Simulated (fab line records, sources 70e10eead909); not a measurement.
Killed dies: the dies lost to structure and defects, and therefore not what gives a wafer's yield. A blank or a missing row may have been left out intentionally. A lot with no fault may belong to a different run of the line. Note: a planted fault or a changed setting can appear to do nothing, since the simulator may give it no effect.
fab line records    flow nandHarc
[record] lots = 6  wafers = 18  lastDay = 33
route steps=1302 shown A_BONDPAD@1236 HYBRID_BOND@1237 THIN_TSV@1244 END@1302
lots that met no fault: from a run of the same line without faults
startH: the number of hours between the record's first day and the start of the first shown wafer of the lot    waitH: hours elapsed since this lot's preceding step    " the same as in the row above    L1.1+2: a single row standing in for several wafers    - value missing, or start not given    * or withheld: withheld    < > ~ a bound
route shown NAME@n: names a module that has steps shown in the file, with the first one's number in the route    usual: mean/standard deviation taken from wafers without a fault    same: alike in all rows    chamber/n: place in a boat    sites: each site's reading    _std_site: how widely they spread, as a standard deviation    _edge_site: mean of outer sites minus mean of inner sites    radiusMm: how far each site lies from the wafer's centre    mask NAME#n: copy n    behind: the last tool/chamber to shape the wafer    hold: reason for holding the lot/hours on hold/outcome of the hold    device: which transistor (n, p or np) failed to switch    end of line: tests of these same wafers at the route's end    a step with no rows: only its recipe    killed: the dies lost at the first sort to structure and to defects; this is not the yield of the wafer    map: a wafer's dies, x killed, . not, _ none there
set.NAME: setting as actually run; set.NAME@STEP: the setting as run at that earlier step    model.NAME: the simulator's own value behind a step, which no gauge read
a table for each step, a row for each wafer; lots at some steps of the route
services: a tool's chamber out of use, with start hour (startH, from the record's first day; less than 0 if before it), hours out, and reason
[[steps]]
[step NHARC_A_BONDPAD_INSPECT_23]
[usual] rawDefectCount = 518/120
lot.wafer  tool              chamber  startH  waitH  rawDefectCount
L833.2     defectInspect-02  -        550.94  0.0    523
L833.4     "                 -        "       "      461
L833.5     "                 -        "       "      636
L843.3     defectInspect-02  -        652.47  0.0    530
L843.4     "                 -        "       "      515
L843.5     "                 -        "       "      458
L845.2     defectInspect-02  -        659.38  0.0    422
L845.3     "                 -        "       "      559
L845.5     "                 -        "       "      507
L842.1     defectInspect-02  -        659.81  0.0    603
L842.4     "                 -        "       "      740
L842.5     "                 -        "       "      1056
L849.2     defectInspect-01  -        697.69  0.0    430
L849.3     "                 -        "       "      551
L849.4     "                 -        "       "      505
L855.3     defectInspect-01  -        761.41  0.0    369
L855.4     "                 -        "       "      348
L855.5     "                 -        "       "      391
[step NHARC_HYBRID_BOND_ACTIVATE_00]
[recipe] timeS = 60  n2FlowSccm = 200  arFlowSccm = 0  biasPowerW = 0  chemistry = N2
[step NHARC_HYBRID_BOND_PRECLEAN_01]
[recipe] timeS = 300  tempC = 23  chemistry = DIW
[step NHARC_HYBRID_BOND_SRD_02]
[recipe] timeS = 30  tempC = 23  dryTimeS = 20  spinRpm = 1500
[step NHARC_HYBRID_BOND_BOND_03]
[recipe] tempC = 25
[step NHARC_HYBRID_BOND_ANNEAL_04]
[recipe] tempC = 300  timeS = 7200  rampUpCPerMin = 5  rampDownCPerMin = 3  idleTempC = 100  pressureAtm = 1
[step NHARC_HYBRID_BOND_OVL_MEAS_05]
[usual] overlayXNm = 2/30  overlayYNm = -2/37
lot.wafer  tool        chamber  startH  waitH  overlayXNm  overlayYNm
L833.2     overlay-01  -        561.24  0.4    -2          -78
L833.4     "           -        "       "      -70         -59
L833.5     "           -        "       "      22          -40
L843.3     overlay-01  -        661.98  0.4    0           -21
L843.4     "           -        "       "      7           -48
L843.5     "           -        "       "      -15         39
L845.2     overlay-02  -        666.20  0.4    0           78
L845.3     "           -        "       "      -30         -25
L845.5     "           -        "       "      -16         -73
L842.1     overlay-01  -        670.51  0.4    -33         19
L842.4     "           -        "       "      -59         17
L842.5     "           -        "       "      -34         11
L849.2     overlay-02  -        707.15  0.4    24          27
L849.3     "           -        "       "      -24         -55
L849.4     "           -        "       "      13          -19
L855.3     overlay-01  -        770.90  0.4    -66         47
L855.4     "           -        "       "      -9          -84
L855.5     "           -        "       "      -3          -5
[step NHARC_HYBRID_BOND_INSPECT_06]
[recipe] inspectInstrument = irVoid
[usual] rawDefectCount = 88/28
lot.wafer  tool              chamber  startH  waitH  rawDefectCount
L833.2     defectInspect-01  -        561.29  0.1    114
L833.4     "                 -        "       "      111
L833.5     "                 -        "       "      116
L843.3     defectInspect-02  -        662.04  0.1    120
L843.4     "                 -        "       "      120
L843.5     "                 -        "       "      125
L845.2     defectInspect-02  -        666.25  0.1    72
L845.3     "                 -        "       "      73
L845.5     "                 -        "       "      65
L842.1     defectInspect-02  -        670.56  0.0    110
L842.4     "                 -        "       "      95
L842.5     "                 -        "       "      124
L849.2     defectInspect-02  -        707.21  0.1    62
L849.3     "                 -        "       "      69
L849.4     "                 -        "       "      60
L855.3     defectInspect-02  -        770.96  0.1    30
L855.4     "                 -        "       "      28
L855.5     "                 -        "       "      27
[step NHARC_THIN_TSV_GRIND_00]
[recipe] targetThkUm = 6
[step NHARC_THIN_TSV_CMP_01]
[recipe] targetThkUm = 3
[step NHARC_THIN_TSV_THK_MEAS_02]
[recipe] thkMeasGauge = ir
[usual] thkNm = 2965/220
lot.wafer  tool          chamber  startH  waitH  thkNm
L833.2     filmMetro-01  -        562.92  0.2    3046
L833.4     "             -        "       "      3226
L833.5     "             -        "       "      3237
L843.3     filmMetro-02  -        663.66  -      3332
L843.4     "             -        "       "      2879
L843.5     "             -        "       "      3136
L845.2     filmMetro-01  -        667.89  -      3046
L845.3     "             -        "       "      3187
L845.5     "             -        "       "      3299
L842.1     filmMetro-02  -        672.21  -      2567
L842.4     "             -        "       "      2631
L842.5     "             -        "       "      2823
L849.2     filmMetro-01  -        708.84  -      2950
L849.3     "             -        "       "      2987
L849.4     "             -        "       "      2844
L855.3     filmMetro-01  -        772.60  -      2730
L855.4     "             -        "       "      2818
L855.5     "             -        "       "      2988
[step NHARC_THIN_TSV_SRD_03]
[step NHARC_THIN_TSV_PRECLEAN_41]
[recipe] timeS = *  tempC = 50  bathAgeMin = 0  chemistry = SC1
lot.wafer   tool         chamber  startH  waitH
L833.4+5+2  wetBench-10  5,0,1    562.99  0.0
L843.4+5+3  wetBench-08  6,7,0    663.75  0.0
L845.5+2+3  wetBench-08  6,7,0    667.98  0.0
L842.4+5+1  wetBench-08  1,4,6    672.27  0.0
L849.2+3+4  wetBench-08  7,0,1    708.91  0.0
L855.4+3+5  wetBench-08  0,1,3    772.66  0.0
[step NHARC_THIN_TSV_SRD_42]
[step NHARC_THIN_TSV_DEP_43]
[recipe] targetThkA = 13285  tempC = withheld  pressureTorr = 6.5  rfW = 900  teosFlowSccm = 161.4  flowSccm = 2650  targetThkNm = 1328.5  gas = O2  material = SiO2
[usual] throttleValvePct = 16.0/0.59
lot.wafer  tool      chamber  startH  waitH  throttleValvePct
L833.2     pecvd-04  1        563.14  -      16.1
L833.4     "         2        "       "      15.5
L833.5     "         0        "       "      16.2
L843.3     pecvd-04  2        663.99  -      15.1
L843.5     "         0        "       "      15.6
L843.4     "         1        "       "      16.6
L845.2     pecvd-03  0        668.13  -      14.9
L845.3     "         2        "       "      16.0
L845.5     "         1        "       "      15.4
L842.1     pecvd-02  1        672.52  -      16.8
L842.5     "         0        "       "      16.3
L842.4     "         1        "       "      17.0
L849.2     pecvd-02  1        709.06  -      16.4
L849.3     "         0        "       "      16.2
L849.4     "         1        "       "      16.5
L855.3     pecvd-04  0        772.82  -      15.9
L855.5     "         0        "       "      15.9
L855.4     "         1        "       "      17.2
[step NHARC_THIN_TSV_DEHYDRATE_04]
[recipe] tempC = 150  timeS = 120
[step NHARC_THIN_TSV_HMDS_05]
[recipe] timeS = 30
[step NHARC_THIN_TSV_COAT_06]
[recipe] spinRpm = *
[step NHARC_THIN_TSV_SOFTBAKE_07]
[recipe] tempC = 122  timeS = 95
[step NHARC_THIN_TSV_EBR_08]
[step NHARC_THIN_TSV_EXPOSE_09]
[recipe] na = 0.55  doseMj = 30.7  maskId = TSV
[step NHARC_THIN_TSV_PEB_10]
[recipe] pebTempC = 118  pebTimeS = 85
[step NHARC_THIN_TSV_DEVELOP_11]
[recipe] timeS = 70
[step NHARC_THIN_TSV_CD_MEAS_12]
[recipe] targetCdNm = 1000  landingEnergyEv = 500
[usual] cdNm = 999.4/1.8
lot.wafer  tool      chamber  startH  waitH  cdNm
L833.2     cdSem-03  0        563.97  -      999.5
L833.4     "         0        "       "      1000.1
L833.5     "         0        "       "      999.4
L843.3     cdSem-01  0        664.74  -      998.0
L843.4     "         0        "       "      1000.4
L843.5     "         0        "       "      997.0
L845.2     cdSem-01  0        668.85  -      1000.5
L845.3     "         0        "       "      999.3
L845.5     "         0        "       "      999.9
L842.1     cdSem-02  0        673.26  -      998.5
L842.4     "         0        "       "      998.4
L842.5     "         0        "       "      1000.0
L849.2     cdSem-02  0        709.90  -      1002.6
L849.3     "         0        "       "      1002.2
L849.4     "         0        "       "      1001.5
L855.3     cdSem-01  0        773.53  -      1001.0
L855.4     "         0        "       "      999.8
L855.5     "         0        "       "      1001.6
[step NHARC_THIN_TSV_HARDBAKE_13]
[recipe] tempC = 125  timeS = 80
[step NHARC_THIN_TSV_DESCUM_14]
[recipe] timeS = 3  o2FlowSccm = 200  arFlowSccm = 0  biasPowerW = 0  chemistry = O2
[usual] chamberPressureMTorr = 60.00/0.059  drypumpMotorCurrentA = 5.9/0.33  oesProductAu = 1.001/0.0094  rfVppV = 58.0/0.82  showerheadPlenumPTorr = 1.95/0.059  throttleValvePct = 11.312/0.0092
lot.wafer  tool        chamber  startH  waitH  chamberPressureMTorr  drypumpMotorCurrentA  oesProductAu  rfHoursCounterH  rfVppV  showerheadPlenumPTorr  throttleValvePct
L833.2     rieDiel-09  3        564.15  -      59.91                 5.5                   1.014         4                57.8    2.00                   11.324
L833.4     "           0        "       "      60.01                 6.3                   0.982         -                57.7    1.90                   11.306
L833.5     "           2        "       "      60.09                 6.3                   1.001         -                58.3    2.01                   11.310
L843.3     rieDiel-09  3        664.89  -      60.05                 5.5                   1.003         8                59.0    2.00                   11.306
L843.4     "           0        "       "      59.95                 6.3                   1.003         8                57.3    1.90                   11.315
L843.5     "           3        "       "      60.04                 5.4                   1.006         -                57.3    2.00                   11.316
L845.2     rieDiel-13  1        669.00  -      59.98                 6.0                   1.008         7                58.5    1.84                   11.299
L845.3     "           0        "       "      59.94                 6.2                   0.999         9                59.9    1.94                   11.315
L845.5     "           1        "       "      60.06                 6.0                   1.004         -                57.7    1.84                   11.321
L842.4     rieDiel-13  3        673.42  -      59.83                 5.6                   1.006         10               58.7    1.93                   11.302
L842.1     "           2        "       "      60.05                 6.2                   1.012         10               58.3    2.03                   11.309
L842.5     "           0        "       "      59.95                 6.2                   0.988         -                58.0    1.93                   11.320
L849.2     rieDiel-13  0        710.06  -      60.08                 6.2                   0.997         0                59.1    1.94                   11.317
L849.3     "           2        "       "      59.97                 6.2                   0.996         0                58.2    2.03                   11.305
L849.4     "           0        "       "      59.98                 6.2                   1.012         -                56.1    1.93                   11.314
L855.4     rieDiel-04  3        773.69  -      59.94                 5.8                   1.009         2                58.5    1.89                   11.320
L855.3     "           1        "       "      59.95                 5.6                   0.997         3                57.5    1.98                   11.304
L855.5     "           3        "       "      60.07                 5.8                   1.007         -                57.9    1.89                   11.309
[step NHARC_THIN_TSV_ETCH_44]
[recipe] targetDepthA = 15942  timeS = 797.1  cf4FlowSccm = 150  o2FlowSccm = 10  arFlowSccm = 0  rfW = 300  biasW = 800  chemistry = CF4/O2
[step NHARC_THIN_TSV_ETCH_15]
[recipe] targetDepthA = 30000  boschTargetOveretchCycles = 2  boschEtchStepS = 2.8  boschDepStepS = 1.2  boschCycles = 14
[step NHARC_THIN_TSV_CD_MEAS_16]
[usual] cdNm = 999.2/2
lot.wafer  tool      chamber  startH  waitH  cdNm
L833.2     cdSem-01  -        565.06  0.1    998.5
L833.4     "         -        "       "      999.2
L833.5     "         -        "       "      999.9
L843.3     cdSem-03  -        665.69  0.1    996.3
L843.4     "         -        "       "      1001.6
L843.5     "         -        "       "      995.3
L845.2     cdSem-02  -        669.82  0.1    1000.7
L845.3     "         -        "       "      999.4
L845.5     "         -        "       "      999.4
L842.1     cdSem-03  -        674.21  0.1    998.1
L842.4     "         -        "       "      998.1
L842.5     "         -        "       "      1000.0
L849.2     cdSem-03  -        710.99  0.1    1002.4
L849.3     "         -        "       "      1002.7
L849.4     "         -        "       "      1001.8
L855.3     cdSem-03  -        774.48  0.1    1000.0
L855.4     "         -        "       "      999.8
L855.5     "         -        "       "      1001.0
[step NHARC_THIN_TSV_STRIP_45]
[recipe] powerW = 1500  tempC = 250  chemistry = O2
[step NHARC_THIN_TSV_STRIP_46]
[recipe] timeS = 1200  tempC = 72.5  chemistry = postEtchResidueRemover
[step NHARC_THIN_TSV_DEP_47]
[recipe] targetThkA = 2000  tempC = withheld  pressureTorr = 6.5  rfW = 900  teosFlowSccm = 161.4  flowSccm = 2650  targetThkNm = 200  gas = O2  material = SiO2
[usual] throttleValvePct = 15.9/0.61
lot.wafer  tool      chamber  startH  waitH  throttleValvePct
L833.2     pecvd-03  1        566.02  -      15.5
L833.4     "         2        "       "      15.5
L833.5     "         0        "       "      14.8
L843.3     pecvd-02  0        666.61  -      15.9
L843.5     "         0        "       "      16.2
L843.4     "         1        "       "      16.6
L845.2     pecvd-03  1        670.70  -      15.6
L845.3     "         2        "       "      15.8
L845.5     "         0        "       "      15.2
L842.1     pecvd-03  0        675.18  -      15.0
L842.5     "         2        "       "      16.2
L842.4     "         0        "       "      15.2
L849.3     pecvd-03  0        711.91  -      15.0
L849.2     "         1        "       "      15.7
L849.4     "         0        "       "      15.5
L855.3     pecvd-04  2        775.54  -      15.4
L855.4     "         0        "       "      15.9
L855.5     "         1        "       "      16.9
[step NHARC_THIN_TSV_ETCHBACK_48]
[recipe] targetDepthA = 10285  overEtchFrac = 0.3  timeS = 405.17  ionEnergyEv = 250  c4f8FlowSccm = withheld  arFlowSccm = withheld  rfW = 600  biasW = 300  chemistry = C4F8/Ar
[step NHARC_THIN_TSV_STRIP_62]
[recipe] powerW = 1500  tempC = 250  timeS = 20  chemistry = N2/H2
[step NHARC_THIN_TSV_DEGAS_49]
[recipe] tempC = 300  timeS = 120
[step NHARC_THIN_TSV_PRE_CLEAN_50]
[recipe] timeS = 30  tempC = 280  gas = H2/He
[usual] heaterPowerW = 413/41
lot.wafer  tool           chamber  startH  waitH  heaterPowerW
L833.2     pvdSputter-03  -        -       -      388
L833.4     "              -        "       "      413
L833.5     "              -        "       "      397
L843.4     pvdSputter-03  -        -       -      358
L843.3     "              -        "       "      443
L843.5     "              -        "       "      371
L845.2     pvdSputter-03  -        -       -      394
L845.3     "              -        "       "      412
L845.5     "              -        "       "      386
L842.1     pvdSputter-03  -        -       -      390
L842.4     "              -        "       "      398
L842.5     "              -        "       "      390
L849.3     pvdSputter-03  -        -       -      430
L849.4     "              -        "       "      395
L849.2     "              -        "       "      361
L855.4     pvdSputter-02  -        -       -      478
L855.3     "              -        "       "      484
L855.5     "              -        "       "      396
[step NHARC_THIN_TSV_PVD_19]
[recipe] targetThkA = 200  chamberPressurePa = 5  material = TaN
[usual] throttleValvePct = 30.1/1.4
lot.wafer  tool           chamber  startH  waitH  throttleValvePct
L833.2     pvdSputter-03  -        -       -      30.4
L833.4     "              -        "       "      30.2
L833.5     "              -        "       "      30.4
L843.4     pvdSputter-03  -        -       -      26.8
L843.3     "              -        "       "      31.6
L843.5     "              -        "       "      30.5
L845.2     pvdSputter-03  -        -       -      26.9
L845.3     "              -        "       "      30.5
L845.5     "              -        "       "      31.5
L842.1     pvdSputter-03  -        -       -      30.3
L842.4     "              -        "       "      31.7
L842.5     "              -        "       "      30.3
L849.3     pvdSputter-03  -        -       -      30.6
L849.2     "              -        "       "      30.1
L849.4     "              -        "       "      26.9
L855.3     pvdSputter-02  -        -       -      30.0
L855.4     "              -        "       "      30.9
L855.5     "              -        "       "      30.0
[step NHARC_THIN_TSV_PVD_51]
[recipe] targetThkA = 1000  chamberPressurePa = 5  material = Cu
[step NHARC_THIN_TSV_ECD_20]
[recipe] targetThkA = 20000  material = Cu
[step NHARC_THIN_TSV_ANNEAL_52]
[recipe] tempC = 225  timeS = 90
[step NHARC_THIN_TSV_CMP_21]
[recipe] tOverpolishS = 30  targetThkNm = 2000
[step NHARC_END_SORT_01]
[recipe] tempC = 25
[usual] defectLimitedYield = 90.6/2.3  killedAtArray = 59/16  killedAtOther = 0.8/1.1  killedAtPeriphery = 3.6/2.4  killedDies = 64/16  killedOpen = 3.4/1.8  killedShort = 2.5/1.6
[same] grossDies = 677
lot.wafer  tool       chamber  startH  waitH  defectLimitedYield[%]  killedAtArray  killedAtOther  killedAtPeriphery  killedDies  killedOpen  killedShort
L843.3     prober-01  0        683.91  3.1    89.7                   67             1              2                  70          4           4
L843.4     prober-01  0        684.70  3.4    86.7                   86             1              3                  90          6           1
L843.5     prober-01  0        685.50  3.7    86.9                   83             1              5                  89          2           0
L842.1     prober-02  0        697.89  2.5    81.7                   73             49             2                  124         1           3
L842.4     prober-02  0        700.32  3.4    84.3                   60             46             0                  106         0           1
L842.5     prober-02  0        701.13  3.7    71.5                   87             101            5                  193         5           2
L849.2     prober-02  0        725.97  2.8    78.6                   41             102            2                  145         4           1
L849.3     prober-02  0        726.76  3.1    83.3                   51             59             3                  113         4           3
L849.4     prober-02  0        727.56  3.4    85.1                   54             44             3                  101         4           2
// killed by level:class
L843.3 A_CHANNEL_HOLE_D1:chamberFilmFlake=31 A_SLIT:chamberFilmFlake=22 A_CONTACT:chamberFilmFlake=4 A_WL_FILL:geometricParticle:short=2 P_GATE:geometricParticle:open=1 A_ONON_D1:geometricParticle:open=1 A_ONON_D1:geometricParticle:short=1 A_ONON_D2:geometricParticle:open=1
L843.4 A_SLIT:chamberFilmFlake=42 A_CHANNEL_HOLE_D1:chamberFilmFlake=29 A_CONTACT:chamberFilmFlake=5 A_STAIRCASE:chamberFilmFlake=4 P_STI:geometricParticle:short=1 P_M0:geometricParticle:open=1 A_CHANNEL_FILL_D1:geometricParticle:open=1 A_ONON_D2:geometricParticle:open=1
L843.5 A_CHANNEL_HOLE_D1:chamberFilmFlake=37 A_SLIT:chamberFilmFlake=30 A_CONTACT:chamberFilmFlake=4 A_DECK1_JOINT:chamberFilmFlake=3 P_M1:chamberFilmFlake=2 A_STAIRCASE:chamberFilmFlake=2 A_WL_FILL:chamberFilmFlake=2 P_M0:geometricParticle:open=1
L842.1 THIN_TSV:unspecified=49 A_SLIT:chamberFilmFlake=34 A_CHANNEL_HOLE_D1:chamberFilmFlake=30 A_CONTACT:chamberFilmFlake=3 P_M0:chamberFilmFlake=2 A_SOURCE_PLATE:geometricParticle:short=1 A_DECK1_JOINT:geometricParticle:short=1 A_CHANNEL_FILL_D2:geometricParticle:short=1
L842.4 THIN_TSV:unspecified=44 A_CHANNEL_HOLE_D1:chamberFilmFlake=27 A_SLIT:chamberFilmFlake=26 A_STAIRCASE:chamberFilmFlake=2 A_CHANNEL_FILL_D1:chamberFilmFlake=2 A_CONTACT:chamberFilmFlake=2 THIN_TSV:chamberFilmFlake=2 A_CONTACT:geometricParticle:short=1
L842.5 THIN_TSV:unspecified=101 A_SLIT:chamberFilmFlake=40 A_CHANNEL_HOLE_D1:chamberFilmFlake=38 P_M0:chamberFilmFlake=2 A_DECK1_JOINT:chamberFilmFlake=2 A_WL_FILL:chamberFilmFlake=2 P_GATE:geometricParticle:open=1 P_M0:geometricParticle:open=1
L849.2 THIN_TSV:unspecified=100 A_CHANNEL_HOLE_D2:chamberFilmFlake=25 A_CHANNEL_HOLE_D1:chamberFilmFlake=5 A_STAIRCASE:chamberFilmFlake=3 A_CONTACT:chamberFilmFlake=3 A_M0:geometricParticle:open=2 A_SLIT:chamberFilmFlake=2 THIN_TSV:chamberFilmFlake=2
L849.3 THIN_TSV:unspecified=58 A_CHANNEL_HOLE_D2:chamberFilmFlake=32 A_CHANNEL_HOLE_D1:chamberFilmFlake=7 A_ONON_D2:geometricParticle:open=2 A_STAIRCASE:chamberFilmFlake=2 P_M0:geometricParticle:open=1 A_SOURCE_PLATE:geometricParticle:short=1 A_ONON_D1:geometricParticle:short=1
L849.4 THIN_TSV:unspecified=41 A_CHANNEL_HOLE_D2:chamberFilmFlake=26 A_CHANNEL_HOLE_D1:chamberFilmFlake=13 A_CONTACT:chamberFilmFlake=6 A_SLIT:chamberFilmFlake=3 THIN_TSV:chamberFilmFlake=3 P_GATE:geometricParticle:open=1 A_CHANNEL_HOLE_D1:geometricParticle:short=1
// map L842.5 (x killed, . not)
____________.____________
_________..x...._________
_______.x...x....._______
______...xxxx......______
_____...x.xxx......._____
____......xx.........____
____....xxx.xx.......____
___....x.xxxxxxx......___
___....xxxxxx.........___
__.......x.xx....xxx...__
__........x.x..xxx....x__
_.........x.....xxxxx.x._
_.....x.....x...xxxxxx.._
_....x.x......xxxxxxxxxx_
_...x...xx...xxxxxxxxxx._
_.....x..xx..xx.xxxxxxxx_
.x.....xx.....xxxxxxxxx..
.....x.xxxx....xxxxxxx.x.
......xxxx.x..xxxxxxxxxx.
.....xx.xxxx..xxxxxxxxx..
......xxxxx....xxxxxx.x..
_.....xx.xx..x..xxxxx..._
_......xxx.....x.xxxx..._
_.....xx..xx......x....._
_.......x..............._
_......................._
__.....................__
__x..x.................__
___...................___
___...................___
____.................____
____.................____
_____......x........_____
______....x........______
_______..x........_______
_________......._________
____________.____________
// map L849.2 (x killed, . not)
____________.____________
_________......._________
_______.....x....._______
______.............______
_____..............._____
____......x.x.x......____
____.................____
___.......x...........___
___x..................___
__.....................__
__.............x.......__
_........x.............._
_...............x......._
_......................._
_...........x..........._
_........x.............._
.......x.................
......x...x..............
.......xx.x.x............
........x.x.x..........x.
.......xxxxxxx......x...x
_.....xxxxxxx..........._
_.....x.xx.xxxx.x......._
_.....xxx..xxxxx...x..x._
_........xxxxxxxx......._
_........xxxxxxxx..x...._
__.......xxxxxxxxx.....__
__.......xxxxxxxxx.....__
___.....xxxxxxxxx.x...___
___.....xxxxxxxxx.....___
____.....xxxxxxxxx...____
____.....xxxxxxxx....____
_____...xxxxxxx..x.._____
______....xxxxx....______
_______....x.xxx.._______
_________..x...._________
____________.____________
[[services]]
tool           chamber  startH  hours  kind
pecvd-03       -        547.61  13.0   pm
rieDiel-09     1        558.13  10.2   repair
rieDiel-13     1        568.36  35.9   repair
rieDiel-04     0        573.94  16.9   repair
pecvd-02       -        589.24  13.0   pm
pvdSputter-03  -        589.74  2.0    repair
pecvd-03       1        603.37  4.4    repair
rieDiel-04     3        621.34  4.6    repair
pecvd-04       -        631.37  13.0   pm
pvdSputter-02  -        638.00  10.0   pm
wetBench-08    -        646.40  8.0    pm
pvdSputter-02  -        648.77  6.2    repair
rieDiel-09     -        674.10  9.0    pm
pecvd-02       2        677.53  22.7   repair
pecvd-03       -        688.60  0.3    repair
rieDiel-13     -        696.00  9.0    pm
rieDiel-13     1        707.97  2.3    repair
pvdSputter-03  -        714.98  10.0   pm
rieDiel-09     3        719.01  4.5    repair
pecvd-03       -        728.61  13.0   pm
pvdSputter-02  -        746.53  3.1    repair
pecvd-02       2        760.74  14.6   repair
rieDiel-13     1        768.07  2.0    repair
pecvd-02       -        770.24  13.0   pm
[[key]]
[firstSign] step = NHARC_END_SORT_01  reading = killedAtOther  direction = up  sigmas = 58  usual = 0.8  struck = 66.8
[effect] step = NHARC_END_SORT_01  reading = killedDies  direction = up  sigmas = 4.3  usual = 64  struck = 130
[moreKillsBornAt] NHARC_THIN_TSV_PRECLEAN_41@wetBench-08 = 393
metAt NHARC_THIN_TSV_PRECLEAN_41
struckWafers L842.1,L842.4,L842.5,L849.2,L849.3,L849.4
onsetBetween 667.98 672.27
alsoFits NHARC_THIN_TSV_DEP_43:pecvd-02,NHARC_THIN_TSV_DESCUM_14:rieDiel-13,NHARC_THIN_TSV_DEP_47:pecvd-03,NHARC_THIN_TSV_PRE_CLEAN_50:pvdSputter-03
[fault] kind = chamberParticleSource  tool = wetBench-08  chamber = -  onsetH = 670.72  steps = NHARC_THIN_TSV_PRECLEAN_41  ratePerVisitCm2 = 1.5757  endH = 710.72
